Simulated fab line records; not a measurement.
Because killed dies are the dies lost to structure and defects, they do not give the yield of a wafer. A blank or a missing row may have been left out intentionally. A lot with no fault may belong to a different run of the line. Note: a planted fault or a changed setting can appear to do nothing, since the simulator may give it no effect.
fab line records | flow nandHarc | part 1 of 2: steps 1 to 23 of 24
record: lots: 7 | wafers: 21 | lastDay: 27
route steps=1159 shown P_M1@315 P_M2@318 END@1159
lots that met no fault: taken from a fault-free run of the same line
startH: hours from the record's opening day to when the first of the lot's shown wafers began | waitH: hours since the lot's step before | " unchanged from the row above | L1.1+2: a row that stands for several wafers | - either no value or no given start | * or withheld: withheld | < > ~ a bound
route shown NAME@n: names a module that has steps shown in the file, with the first one's number in the route | usual: mean/standard deviation taken from wafers without a fault | same: alike in all rows | chamber/n: place in a boat | sites: the reading at each site | _std_site: standard deviation across them | _edge_site: mean of outer sites minus mean of inner sites | radiusMm: how far each site lies from the wafer's centre | mask NAME#n: copy n | behind: the last tool/chamber to shape the wafer | hold: why the lot went on hold/how many hours it stayed there/how the hold came to an end | device: whichever transistor did not switch (one of n, p or np) | end of line: tests run on the same wafers once the route is complete | where a step has no rows: the recipe by itself | killed: at the first sort, the dies lost to defects and structure; wafer yield is something else | map: per-die view of a wafer (x killed, . not killed, _ where there is no die)
set.NAME: the setting that was run; set.NAME@STEP: the one run at that earlier step | model.NAME: the simulator's own value behind a step, which no gauge read
lots seen at some steps along the route; tables by step, rows by wafer
services: the hour from which a tool's chamber was out of use, counted from the record's first day as startH (under 0 if before that day), plus the number of hours and why
== steps ==
step: NHARC_P_M1_INSPECT_27
usual: rawDefectCount: 311/120
lot.wafer | tool             | chamber | startH | waitH | rawDefectCount
L705.3    | defectInspect-01 | -       | 184.12 | 0.0   | 252
L705.4    | "                | -       | "      | "     | 228
L705.5    | "                | -       | "      | "     | 151
L708.1    | defectInspect-01 | -       | 198.16 | 0.0   | 408
L708.2    | "                | -       | "      | "     | 213
L708.3    | "                | -       | "      | "     | 293
L711.3    | defectInspect-01 | -       | 202.28 | 0.0   | 422
L711.4    | "                | -       | "      | "     | 322
L711.6    | "                | -       | "      | "     | 268
L715.2    | defectInspect-01 | -       | 208.31 | 0.0   | 452
L715.4    | "                | -       | "      | "     | 222
L715.6    | "                | -       | "      | "     | 457
L716.3    | defectInspect-01 | -       | 209.87 | 0.0   | 204
L716.4    | "                | -       | "      | "     | 215
L716.5    | "                | -       | "      | "     | 246
L721.3    | defectInspect-02 | -       | 224.31 | 0.0   | 463
L721.4    | "                | -       | "      | "     | 421
L721.5    | "                | -       | "      | "     | 561
L723.2    | defectInspect-02 | -       | 238.75 | 0.0   | 367
L723.4    | "                | -       | "      | "     | 274
L723.5    | "                | -       | "      | "     | 250
step: NHARC_P_M1_PRE_CLEAN_32
recipe: timeS: 12 | tempC: 370 | rfPowerW: 300 | gas: NH3
usual: heaterPowerW: 617/66
lot.wafer | tool     | chamber | startH | waitH | heaterPowerW
L705.3    | pecvd-04 | 0       | 184.20 | 0.1   | 492
L705.4    | "        | 2       | "      | "     | 666
L705.5    | "        | 0       | "      | "     | 492
L708.3    | pecvd-01 | 0       | 198.86 | 0.7   | 656
L708.1    | "        | 1       | "      | "     | 595
L708.2    | "        | 2       | "      | "     | 707
L711.3    | pecvd-02 | 0       | 202.36 | 0.1   | 618
L711.4    | "        | 0       | "      | "     | 645
L711.6    | "        | 1       | "      | "     | 682
L715.2    | pecvd-04 | 0       | 208.38 | 0.1   | 574
L715.6    | "        | 0       | "      | "     | 579
L715.4    | "        | 1       | "      | "     | 553
L716.3    | pecvd-04 | 0       | 209.99 | 0.1   | 490
L716.5    | "        | 2       | "      | "     | 608
L716.4    | "        | 1       | "      | "     | 544
L721.3    | pecvd-02 | 2       | 224.41 | 0.1   | 643
L721.5    | "        | 0       | "      | "     | 673
L721.4    | "        | 1       | "      | "     | 681
L723.2    | pecvd-02 | 1       | 238.82 | 0.1   | 662
L723.5    | "        | 1       | "      | "     | 671
L723.4    | "        | 2       | "      | "     | 635
step: NHARC_P_M1_DEP_33
recipe: targetThkA: 300 | tempC: 370 | targetThkNm: 30 | pressureTorr: 3 | flowSccm: 200 | rfW: 450 | material: SiCN
usual: heaterPowerW: 563/67 | showerheadVppV: 1287/72
lot.wafer | tool     | chamber | startH | waitH | heaterPowerW | showerheadVppV
L705.3    | pecvd-04 | 0       | 184.30 | 0.1   | 473          | 1343
L705.4    | "        | 2       | "      | "     | 564          | 1335
L705.5    | "        | 0       | "      | "     | 473          | 1324
L708.3    | pecvd-01 | 0       | 198.94 | 0.1   | 585          | 1286
L708.1    | "        | 1       | "      | "     | 573          | 1407
L708.2    | "        | 2       | "      | "     | 725          | 1178
L711.3    | pecvd-02 | 0       | 202.47 | 0.1   | 549          | 1147
L711.4    | "        | 0       | "      | "     | 526          | 1154
L711.6    | "        | 1       | "      | "     | 601          | 1306
L715.2    | pecvd-04 | 0       | 208.46 | 0.1   | 463          | 1304
L715.6    | "        | 0       | "      | "     | 461          | 1313
L715.4    | "        | 1       | "      | "     | 509          | 1277
L716.3    | pecvd-04 | 0       | 210.10 | 0.1   | 429          | 1317
L716.5    | "        | 2       | "      | "     | 509          | 1359
L716.4    | "        | 1       | "      | "     | 486          | 1304
L721.3    | pecvd-02 | 2       | 224.54 | 0.1   | 679          | 1286
L721.5    | "        | 0       | "      | "     | 579          | 1177
L721.4    | "        | 1       | "      | "     | 588          | 1326
L723.2    | pecvd-02 | 1       | 238.90 | 0.1   | 554          | 1303
L723.5    | "        | 1       | "      | "     | 552          | 1305
L723.4    | "        | 2       | "      | "     | 577          | 1282
step: NHARC_P_M2_DEP_00
recipe: targetThkA: 1825 | targetThkNm: 182.5 | tempC: withheld | pressureTorr: 5 | flowSccm: 200 | rfW: 600 | material: SiOC
step: NHARC_P_M2_DEHYDRATE_01
recipe: tempC: 150 | timeS: 120
step: NHARC_P_M2_HMDS_02
recipe: timeS: 30
step: NHARC_P_M2_COAT_34
recipe: tempC: 200 | timeS: 65
step: NHARC_P_M2_COAT_03
recipe: spinRpm: 1500 | resistThkNm: 90
step: NHARC_P_M2_SOFTBAKE_04
recipe: tempC: 105 | timeS: 55
step: NHARC_P_M2_EBR_05
step: NHARC_P_M2_EXPOSE_06
recipe: na: 1.35 | targetCdNm: 170 | doseMj: 80.78 | maskId: P_M2
step: NHARC_P_M2_PEB_07
recipe: pebTempC: 100 | pebTimeS: 65
usual: plateTempC: 100.00/0.13
lot.wafer | tool          | chamber | startH | waitH | plateTempC
L705.3    | lithoTrack-04 | 0       | 185.44 | 0.0   | 99.86
L705.4    | "             | 0       | "      | "     | 100.06
L705.5    | "             | 0       | "      | "     | 99.82
L708.1    | lithoTrack-04 | 0       | 200.11 | 0.1   | 99.95
L708.2    | "             | 0       | "      | "     | 99.84
L708.3    | "             | 0       | "      | "     | 99.89
L711.3    | lithoTrack-04 | 0       | 203.92 | 0.0   | 99.93
L711.4    | "             | 0       | "      | "     | 100.01
L711.6    | "             | 0       | "      | "     | 99.96
L715.2    | lithoTrack-04 | 0       | 209.48 | 0.1   | 99.93
L715.4    | "             | 0       | "      | "     | 100.09
L715.6    | "             | 0       | "      | "     | 100.08
L716.3    | lithoTrack-04 | 0       | 211.23 | 0.0   | 99.98
L716.4    | "             | 0       | "      | "     | 100.27
L716.5    | "             | 0       | "      | "     | 100.09
L721.3    | lithoTrack-01 | 0       | 225.51 | 0.1   | 100.28
L721.4    | "             | 0       | "      | "     | 100.10
L721.5    | "             | 0       | "      | "     | 100.06
L723.2    | lithoTrack-06 | 0       | 240.08 | 0.1   | 100.05
L723.4    | "             | 0       | "      | "     | 100.07
L723.5    | "             | 0       | "      | "     | 100.14
step: NHARC_P_M2_DEVELOP_08
recipe: developTimeS: 35 | devTempC: 23
step: NHARC_P_M2_CD_MEAS_09
recipe: targetCdNm: 170 | landingEnergyEv: 500
usual: cdNm: 170.0/0.59
lot.wafer | tool     | chamber | startH | waitH | cdNm
L705.3    | cdSem-01 | 0       | 185.52 | -     | 169.4
L705.4    | "        | 0       | "      | "     | 169.8
L705.5    | "        | 0       | "      | "     | 170.0
L708.1    | cdSem-03 | 0       | 200.19 | -     | 169.6
L708.2    | "        | 0       | "      | "     | 169.9
L708.3    | "        | 0       | "      | "     | 169.0
L711.3    | cdSem-01 | 0       | 204.01 | -     | 182.2
L711.4    | "        | 0       | "      | "     | 183.1
L711.6    | "        | 0       | "      | "     | 182.6
L715.2    | cdSem-03 | 0       | 209.56 | -     | 182.3
L715.4    | "        | 0       | "      | "     | 182.3
L715.6    | "        | 0       | "      | "     | 183.1
L716.3    | cdSem-02 | 0       | 211.31 | -     | 183.7
L716.4    | "        | 0       | "      | "     | 183.7
L716.5    | "        | 0       | "      | "     | 183.2
L721.3    | cdSem-01 | 0       | 225.59 | -     | 170.1
L721.4    | "        | 0       | "      | "     | 169.8
L721.5    | "        | 0       | "      | "     | 170.0
L723.2    | cdSem-03 | 0       | 240.16 | -     | 170.3
L723.4    | "        | 0       | "      | "     | 170.7
L723.5    | "        | 0       | "      | "     | 170.4
step: NHARC_P_M2_OVL_MEAS_10
recipe: pitchNm: 340
usual: overlayXNm: 0.0/0.81 | overlayYNm: 0.0/1
lot.wafer | tool       | chamber | startH | waitH | overlayXNm | overlayYNm
L705.3    | overlay-02 | -       | 185.60 | -     | 0.6        | -0.6
L705.4    | "          | -       | "      | "     | 0.3        | -0.5
L705.5    | "          | -       | "      | "     | 0.6        | -0.5
L708.1    | overlay-02 | -       | 200.28 | -     | 0.2        | -1.3
L708.2    | "          | -       | "      | "     | 0.1        | -0.9
L708.3    | "          | -       | "      | "     | -0.3       | -0.9
L711.3    | overlay-01 | -       | 204.11 | -     | -0.6       | -1.8
L711.4    | "          | -       | "      | "     | -0.1       | -2.0
L711.6    | "          | -       | "      | "     | -0.4       | -1.6
L715.2    | overlay-02 | -       | 209.66 | -     | -1.5       | 0.1
L715.4    | "          | -       | "      | "     | -0.8       | -0.1
L715.6    | "          | -       | "      | "     | -1.1       | -0.4
L716.3    | overlay-02 | -       | 211.39 | -     | -0.3       | -1.3
L716.4    | "          | -       | "      | "     | -0.6       | -1.7
L716.5    | "          | -       | "      | "     | -0.3       | -1.1
L721.3    | overlay-01 | -       | 225.67 | -     | 0.4        | 2.4
L721.4    | "          | -       | "      | "     | 0.0        | 2.1
L721.5    | "          | -       | "      | "     | -0.1       | 1.8
L723.2    | overlay-01 | -       | 240.24 | -     | -0.8       | 0.3
L723.4    | "          | -       | "      | "     | -0.7       | 0.2
L723.5    | "          | -       | "      | "     | -0.8       | 0.0
step: NHARC_P_M2_INSPECT_11
usual: rawDefectCount: 4.1/2.3
lot.wafer | tool             | chamber | startH | waitH | rawDefectCount
L705.3    | defectInspect-02 | -       | 185.64 | 0.0   | 4
L705.4    | "                | -       | "      | "     | 4
L705.5    | "                | -       | "      | "     | 2
L708.1    | defectInspect-01 | -       | 200.31 | 0.0   | 6
L708.2    | "                | -       | "      | "     | 4
L708.3    | "                | -       | "      | "     | 6
L711.3    | defectInspect-01 | -       | 204.15 | 0.0   | 5
L711.4    | "                | -       | "      | "     | 5
L711.6    | "                | -       | "      | "     | 4
L715.2    | defectInspect-01 | -       | 209.69 | 0.0   | 6
L715.4    | "                | -       | "      | "     | 2
L715.6    | "                | -       | "      | "     | 5
L716.3    | defectInspect-01 | -       | 211.43 | 0.0   | 4
L716.4    | "                | -       | "      | "     | 6
L716.5    | "                | -       | "      | "     | 5
L721.3    | defectInspect-01 | -       | 225.73 | 0.1   | 6
L721.4    | "                | -       | "      | "     | 2
L721.5    | "                | -       | "      | "     | 6
L723.2    | defectInspect-02 | -       | 240.28 | 0.0   | 2
L723.4    | "                | -       | "      | "     | 3
L723.5    | "                | -       | "      | "     | 1
step: NHARC_P_M2_DESCUM_14
recipe: timeS: 3 | o2FlowSccm: 200 | arFlowSccm: 0 | biasPowerW: 0 | chemistry: O2
usual: drypumpMotorCurrentA: 5.6/0.59 | oesProductAu: 0.999/0.0085 | rfVppV: 58.1/0.84 | showerheadPlenumPTorr: 1.97/0.07 | throttleValvePct: 11.310/0.0082
lot.wafer | tool       | chamber | startH | waitH | drypumpMotorCurrentA | oesProductAu | rfHoursCounterH | rfVppV | showerheadPlenumPTorr | throttleValvePct | model.P_M2.cdNm
L705.3    | rieDiel-07 | 0       | 185.72 | 0.1   | 5.0                  | 1.006        | 4               | 60.1   | 1.98                  | 11.311           | 169.5
L705.4    | "          | 2       | "      | "     | 5.3                  | 0.991        | 4               | 59.6   | 2.01                  | 11.295           | 170.4
L705.5    | "          | 0       | "      | "     | 5.0                  | 1.010        | -               | 57.7   | 1.98                  | 11.314           | 169.9
L708.2    | rieDiel-07 | 1       | 200.37 | 0.1   | 5.3                  | 0.999        | 5               | 58.1   | 1.96                  | 11.306           | 170.4
L708.1    | "          | 3       | "      | "     | 6.3                  | 0.996        | 5               | 57.7   | 2.05                  | 11.315           | 170.1
L708.3    | "          | 0       | "      | "     | 5.0                  | 1.011        | 5               | 57.1   | 1.98                  | 11.309           | 169.1
L711.4    | rieDiel-07 | 1       | 204.21 | 0.1   | 5.3                  | 1.008        | 5               | 58.0   | 1.96                  | 11.315           | 183.5
L711.3    | "          | 0       | "      | "     | 5.0                  | 1.008        | 5               | 58.9   | 1.98                  | 11.318           | 182.9
L711.6    | "          | 1       | "      | "     | 5.3                  | 0.990        | -               | 58.2   | 1.96                  | 11.308           | 183
L715.4    | rieDiel-07 | 1       | 209.75 | 0.1   | 5.3                  | 0.996        | 6               | 58.5   | 1.96                  | 11.293           | 182.4
L715.2    | "          | 3       | "      | "     | 6.3                  | 0.989        | 6               | 58.1   | 2.05                  | 11.325           | 182.6
L715.6    | "          | 2       | "      | "     | 5.2                  | 0.996        | -               | 58.1   | 2.01                  | 11.320           | 183.7
L716.4    | rieDiel-06 | 3       | 211.50 | 0.1   | 5.8                  | 0.997        | 27              | 57.8   | 2.01                  | 11.297           | 183.2
L716.3    | "          | 1       | "      | "     | 5.0                  | 0.975        | 29              | 58.1   | 2.05                  | 11.313           | 183
L716.5    | "          | 2       | "      | "     | 5.3                  | 1.003        | -               | 57.8   | 1.81                  | 11.324           | 183.5
L721.3    | rieDiel-04 | 1       | 225.80 | 0.1   | 5.4                  | 1.017        | 26              | 57.8   | 1.96                  | 11.298           | 170.6
L721.4    | "          | 3       | "      | "     | 5.1                  | 1.001        | 26              | 59.3   | 2.07                  | 11.304           | 170.1
L721.5    | "          | 0       | "      | "     | 6.4                  | 1.019        | -               | 55.9   | 1.85                  | 11.300           | 170.8
L723.2    | rieDiel-04 | 0       | 240.35 | 0.1   | 6.4                  | 1.008        | 27              | 58.4   | 1.85                  | 11.311           | 171.5
L723.4    | "          | 2       | "      | "     | 6.4                  | 1.004        | 28              | 58.5   | 1.95                  | 11.312           | 170.7
L723.5    | "          | 0       | "      | "     | 6.4                  | 0.995        | -               | 58.8   | 1.85                  | 11.312           | 171.2
step: NHARC_P_M2_ETCH_35
recipe: targetDepthA: 400 | overetchA: 120 | timeS: 43.94 | ionEnergyEv: 200 | n2FlowSccm: 150 | h2FlowSccm: 150 | arFlowSccm: 0 | rfW: 400 | biasW: 150 | chemistry: N2/H2
usual: drypumpMotorCurrentA: 5.6/0.6 | oesProductAu: 1.000/0.0088 | rfVppV: 432.2/2.2 | showerheadPlenumPTorr: 2.10/0.075 | throttleValvePct: 14.172/0.0087
lot.wafer | tool       | chamber | startH | waitH | drypumpMotorCurrentA | oesProductAu | rfHoursCounterH | rfVppV | showerheadPlenumPTorr | throttleValvePct
L705.3    | rieDiel-07 | 2       | 185.81 | 0.1   | 5.2                  | 0.979        | 4               | 433.1  | 2.15                  | 14.173
L705.4    | "          | 3       | "      | "     | 6.3                  | 1.005        | 4               | 435.2  | 2.19                  | 14.163
L705.5    | "          | 0       | "      | "     | 5.0                  | 0.997        | -               | 432.6  | 2.11                  | 14.180
L708.3    | rieDiel-07 | 1       | 200.47 | 0.1   | 5.3                  | 1.007        | 5               | 431.1  | 2.09                  | 14.178
L708.2    | "          | 2       | "      | "     | 5.2                  | 0.992        | 4               | 432.8  | 2.15                  | 14.171
L708.1    | "          | 3       | "      | "     | 6.3                  | 0.998        | 5               | 434.6  | 2.19                  | 14.168
L711.3    | rieDiel-07 | 0       | 204.29 | 0.1   | 5.0                  | 1.000        | 5               | 431.9  | 2.11                  | 14.161
L711.4    | "          | 3       | "      | "     | 6.3                  | 1.000        | 5               | 433.9  | 2.18                  | 14.157
L711.6    | "          | 1       | "      | "     | 5.3                  | 0.996        | -               | 431.4  | 2.09                  | 14.188
L715.4    | rieDiel-07 | 0       | 209.85 | 0.1   | 5.0                  | 1.004        | 5               | 431.5  | 2.11                  | 14.180
L715.2    | "          | 1       | "      | "     | 5.3                  | 0.993        | 6               | 431.3  | 2.09                  | 14.175
L715.6    | "          | 3       | "      | "     | 6.3                  | 1.011        | -               | 434.7  | 2.18                  | 14.172
L716.3    | rieDiel-06 | 3       | 211.58 | 0.1   | 5.9                  | 0.994        | 28              | 433.3  | 2.14                  | 14.191
L716.4    | "          | 0       | "      | "     | 6.7                  | 1.008        | 28              | 431.7  | 2.09                  | 14.154
L716.5    | "          | 3       | "      | "     | 5.9                  | 0.997        | -               | 434.5  | 2.14                  | 14.179
L721.4    | rieDiel-04 | 0       | 225.88 | 0.1   | 6.4                  | 1.012        | 24              | 428.2  | 1.97                  | 14.178
L721.3    | "          | 2       | "      | "     | 6.5                  | 1.008        | 26              | 430.7  | 2.08                  | 14.172
L721.5    | "          | 0       | "      | "     | 6.4                  | 1.011        | -               | 428.3  | 1.97                  | 14.163
L723.2    | rieDiel-04 | 1       | 240.43 | 0.1   | 5.4                  | 1.013        | 28              | 432.8  | 2.09                  | 14.162
L723.4    | "          | 0       | "      | "     | 6.4                  | 1.003        | 27              | 427.2  | 1.97                  | 14.179
L723.5    | "          | 2       | "      | "     | 6.4                  | 0.998        | -               | 432.6  | 2.08                  | 14.179
step: NHARC_P_M2_ETCH_15
recipe: targetDepthA: 1825 | timeS: 91.2 | c4f8FlowSccm: withheld | arFlowSccm: 400 | rfW: 600 | biasW: 300 | chemistry: C4F8/Ar
usual: oesProductAu: 0.943/0.022 | rfVppV: 442.6/2.3
lot.wafer | tool       | chamber | startH | waitH | oesProductAu | rfHoursCounterH | rfVppV
L705.4    | rieDiel-07 | 2       | -      | -     | 0.939        | 4               | 444.8
L705.3    | "          | 0       | "      | "     | 0.960        | 4               | 443.4
L705.5    | "          | 1       | "      | "     | 0.957        | -               | 440.9
L708.3    | rieDiel-07 | 0       | -      | -     | 0.984        | 5               | 443.0
L708.1    | "          | 1       | "      | "     | 0.961        | 5               | 443.0
L708.2    | "          | 2       | "      | "     | 0.951        | 4               | 443.0
L711.3    | rieDiel-07 | 2       | -      | -     | 0.956        | 5               | 443.6
L711.4    | "          | 1       | "      | "     | 0.958        | 5               | 442.6
L711.6    | "          | 2       | "      | "     | 0.967        | -               | 443.3
L715.2    | rieDiel-07 | 2       | -      | -     | 0.917        | 5               | 444.8
L715.4    | "          | 3       | "      | "     | 0.928        | 6               | 443.6
L715.6    | "          | 2       | "      | "     | 0.908        | -               | 443.3
L716.4    | rieDiel-06 | 0       | -      | -     | 0.927        | 28              | 442.5
L716.3    | "          | 3       | "      | "     | 0.919        | 28              | 443.9
L716.5    | "          | 1       | "      | "     | 0.920        | -               | 445.7
L721.4    | rieDiel-04 | 3       | -      | -     | 0.912        | 26              | 445.3
L721.3    | "          | 0       | "      | "     | 0.929        | 24              | 441.2
L721.5    | "          | 3       | "      | "     | 0.914        | -               | 444.1
L723.4    | rieDiel-04 | 3       | -      | -     | 0.916        | 28              | 444.4
L723.2    | "          | 0       | "      | "     | 0.931        | 27              | 438.7
L723.5    | "          | 3       | "      | "     | 0.930        | -               | 446.3
step: NHARC_P_M2_CD_MEAS_16
usual: cdNm: 170.0/0.74
lot.wafer | tool     | chamber | startH | waitH | cdNm
L705.3    | cdSem-01 | -       | 186.02 | -     | 169.8
L705.4    | "        | -       | "      | "     | 170.7
L705.5    | "        | -       | "      | "     | 169.5
L708.1    | cdSem-02 | -       | 200.68 | -     | 170.8
L708.2    | "        | -       | "      | "     | 170.0
L708.3    | "        | -       | "      | "     | 169.3
L711.3    | cdSem-02 | -       | 204.52 | -     | 182.4
L711.4    | "        | -       | "      | "     | 183.8
L711.6    | "        | -       | "      | "     | 182.9
L715.2    | cdSem-03 | -       | 210.06 | -     | 182.0
L715.4    | "        | -       | "      | "     | 181.7
L715.6    | "        | -       | "      | "     | 184.2
L716.3    | cdSem-02 | -       | 211.80 | -     | 183.1
L716.4    | "        | -       | "      | "     | 183.2
L716.5    | "        | -       | "      | "     | 183.5
L721.3    | cdSem-01 | -       | 226.10 | -     | 170.2
L721.4    | "        | -       | "      | "     | 169.9
L721.5    | "        | -       | "      | "     | 170.9
L723.2    | cdSem-01 | -       | 240.65 | -     | 171.0
L723.4    | "        | -       | "      | "     | 170.7
L723.5    | "        | -       | "      | "     | 170.8
step: NHARC_P_M2_STRIP_18
recipe: powerW: 1000 | n2FlowSccm: 150 | h2FlowSccm: 150 | arFlowSccm: 0 | biasW: 0 | chemistry: N2/H2
usual: drypumpMotorCurrentA: 5.6/0.56 | oesProductAu: 0.998/0.0097 | powerW: 1000/3 | rfVppV: 91.0/0.85 | showerheadPlenumPTorr: 2.11/0.071 | throttleValvePct: 14.171/0.0085
lot.wafer | tool       | chamber | startH | waitH | drypumpMotorCurrentA | oesProductAu | powerW | rfHoursCounterH | rfVppV | showerheadPlenumPTorr | throttleValvePct
L705.4    | rieDiel-07 | 2       | 186.12 | 0.1   | 5.2                  | 0.983        | 1000   | 4               | 91.7   | 2.15                  | 14.157
L705.3    | "          | 3       | "      | "     | 6.3                  | 1.001        | 995    | 4               | 91.6   | 2.19                  | 14.164
L705.5    | "          | 1       | "      | "     | 5.3                  | 0.994        | 1002   | -               | 91.8   | 2.09                  | 14.159
L708.2    | rieDiel-06 | 1       | 200.75 | 0.1   | 5.0                  | 0.988        | 993    | 28              | 91.5   | 2.19                  | 14.176
L708.1    | "          | 2       | "      | "     | 5.3                  | 1.016        | 1002   | 28              | 91.0   | 1.92                  | 14.147
L708.3    | "          | 0       | "      | "     | 6.7                  | 1.003        | 998    | 27              | 91.3   | 2.09                  | 14.185
L711.4    | rieDiel-07 | 2       | 204.59 | 0.1   | 5.3                  | 0.995        | 1002   | 5               | 91.2   | 2.15                  | 14.167
L711.3    | "          | 0       | "      | "     | 4.9                  | 1.009        | 996    | 5               | 90.9   | 2.11                  | 14.171
L711.6    | "          | 2       | "      | "     | 5.2                  | 0.989        | 1001   | -               | 91.5   | 2.15                  | 14.172
L715.4    | rieDiel-07 | 1       | 210.13 | 0.1   | 5.3                  | 1.007        | 999    | 6               | 90.3   | 2.09                  | 14.196
L715.2    | "          | 3       | "      | "     | 6.3                  | 1.004        | 1003   | 6               | 90.9   | 2.18                  | 14.161
L715.6    | "          | 2       | "      | "     | 5.2                  | 0.987        | 994    | -               | 89.8   | 2.15                  | 14.177
L716.3    | rieDiel-07 | 1       | 211.90 | 0.1   | 5.3                  | 0.999        | 1002   | 6               | 91.3   | 2.09                  | 14.179
L716.4    | "          | 3       | "      | "     | 6.3                  | 1.001        | 1005   | 6               | 91.4   | 2.18                  | 14.183
L716.5    | "          | 1       | "      | "     | 5.3                  | 1.003        | 999    | -               | 91.6   | 2.09                  | 14.168
L721.3    | rieDiel-06 | 2       | 226.17 | 0.1   | 5.3                  | 1.017        | 1000   | 31              | 90.3   | 1.92                  | 14.167
L721.4    | "          | 1       | "      | "     | 5.0                  | 0.984        | 995    | 30              | 92.1   | 2.18                  | 14.160
L721.5    | "          | 3       | "      | "     | 5.9                  | 0.998        | 999    | -               | 91.2   | 2.14                  | 14.174
L723.2    | rieDiel-07 | 3       | 240.72 | 0.1   | 6.2                  | 0.995        | 1001   | 0               | 90.6   | 2.18                  | 14.168
L723.4    | "          | 0       | "      | "     | 5.0                  | 1.000        | 1004   | 0               | 92.7   | 2.11                  | 14.182
L723.5    | "          | 0       | "      | "     | 5.0                  | 1.007        | 1001   | -               | 91.4   | 2.11                  | 14.181
step: NHARC_P_M2_ETCH_28
recipe: targetDepthA: 300 | overEtchFrac: 0.3 | timeS: 72.99 | ionEnergyEv: 150 | cf4FlowSccm: 50 | n2FlowSccm: 100 | arFlowSccm: 150 | rfW: 300 | biasW: 100 | chemistry: CF4/N2
usual: drypumpMotorCurrentA: 5.5/0.54 | oesProductAu: 0.999/0.01 | rfVppV: 315.5/1.7 | showerheadPlenumPTorr: 2.71/0.087 | throttleValvePct: 19.795/0.0086
lot.wafer | tool       | chamber | startH | waitH | drypumpMotorCurrentA | oesProductAu | rfHoursCounterH | rfVppV | showerheadPlenumPTorr | throttleValvePct | model.P_M2.cdNm
L705.4    | rieDiel-07 | 0       | -      | -     | 5.0                  | 0.998        | 4               | 316.0  | 2.71                  | 19.787           | 171.6
L705.3    | "          | 2       | "      | "     | 5.3                  | 0.982        | 4               | 316.4  | 2.76                  | 19.791           | 170.2
L705.5    | "          | 0       | "      | "     | 5.0                  | 0.999        | -               | 316.0  | 2.71                  | 19.796           | 169.1
L708.1    | rieDiel-06 | 2       | -      | -     | 5.3                  | 1.011        | 28              | 310.7  | 2.49                  | 19.789           | 170.5
L708.2    | "          | 0       | "      | "     | 6.7                  | 1.004        | 27              | 315.3  | 2.69                  | 19.800           | 170.5
L708.3    | "          | 1       | "      | "     | 5.0                  | 0.990        | 28              | 317.1  | 2.80                  | 19.785           | 168.9
L711.3    | rieDiel-07 | 3       | -      | -     | 6.3                  | 0.992        | 5               | 318.1  | 2.80                  | 19.791           | 183.2
L711.4    | "          | 0       | "      | "     | 5.0                  | 0.999        | 5               | 315.6  | 2.71                  | 19.799           | 184.2
L711.6    | "          | 1       | "      | "     | 5.3                  | 0.992        | -               | 314.7  | 2.68                  | 19.793           | 183.5
L715.2    | rieDiel-07 | 2       | -      | -     | 5.2                  | 0.996        | 5               | 316.4  | 2.76                  | 19.787           | 182.5
L715.4    | "          | 3       | "      | "     | 6.2                  | 1.009        | 6               | 316.7  | 2.80                  | 19.800           | 181.9
L715.6    | "          | 2       | "      | "     | 5.2                  | 0.984        | -               | 316.9  | 2.76                  | 19.798           | 184.1
L716.3    | rieDiel-07 | 0       | -      | -     | 5.0                  | 0.998        | 6               | 315.8  | 2.71                  | 19.803           | 182.3
L716.4    | "          | 3       | "      | "     | 6.2                  | 0.987        | 6               | 317.5  | 2.80                  | 19.787           | 183.8
L716.5    | "          | 1       | "      | "     | 5.3                  | 0.995        | -               | 315.1  | 2.68                  | 19.794           | 182.4
L721.3    | rieDiel-06 | 0       | -      | -     | 6.7                  | 1.008        | 29              | 313.6  | 2.69                  | 19.795           | 170.3
L721.4    | "          | 1       | "      | "     | 5.0                  | 0.986        | 30              | 316.9  | 2.80                  | 19.796           | 170.1
L721.5    | "          | 2       | "      | "     | 5.3                  | 1.021        | -               | 310.9  | 2.49                  | 19.796           | 171.6
L723.4    | rieDiel-07 | 2       | -      | -     | 5.2                  | 0.997        | 0               | 315.7  | 2.76                  | 19.812           | 171.7
L723.2    | "          | 1       | "      | "     | 5.3                  | 1.010        | 0               | 314.5  | 2.68                  | 19.802           | 171.1
L723.5    | "          | 2       | "      | "     | 5.2                  | 0.989        | -               | 315.5  | 2.76                  | 19.794           | 171.8
step: NHARC_P_M2_STRIP_19
recipe: timeS: 600 | tempC: 30 | chemistry: postEtchResidueRemover
== key ==
firstSign: step: NHARC_P_M2_CD_MEAS_09 | reading: cdNm | direction: up | sigmas: 22 | usual: 170.0 | struck: 182.9
effect: step: NHARC_P_M2_CD_MEAS_16 | reading: cdNm | direction: up | sigmas: 17 | usual: 170.0 | struck: 183.0
modelEffect: step: NHARC_P_M2_DESCUM_14 | value: P_M2.cdNm | without: 169.7 | struck: 183.1
modelEffect: step: NHARC_P_M2_ETCH_28 | value: P_M2.cdNm | without: 169.7 | struck: 183.1
metAt NHARC_P_M2_PEB_07
struckWafers L711.3,L711.4,L711.6,L715.2,L715.4,L715.6,L716.3,L716.4,L716.5
onsetBetween 200.11 203.92
fault: kind: processParameterDrift | tool: lithoTrack-04 | chamber: - | onsetH: 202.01 | steps: NHARC_P_M2_PEB_07 | channel: pebTimeS | offset: * | shape: step | endH: 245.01 | actsIn: * | stated: *
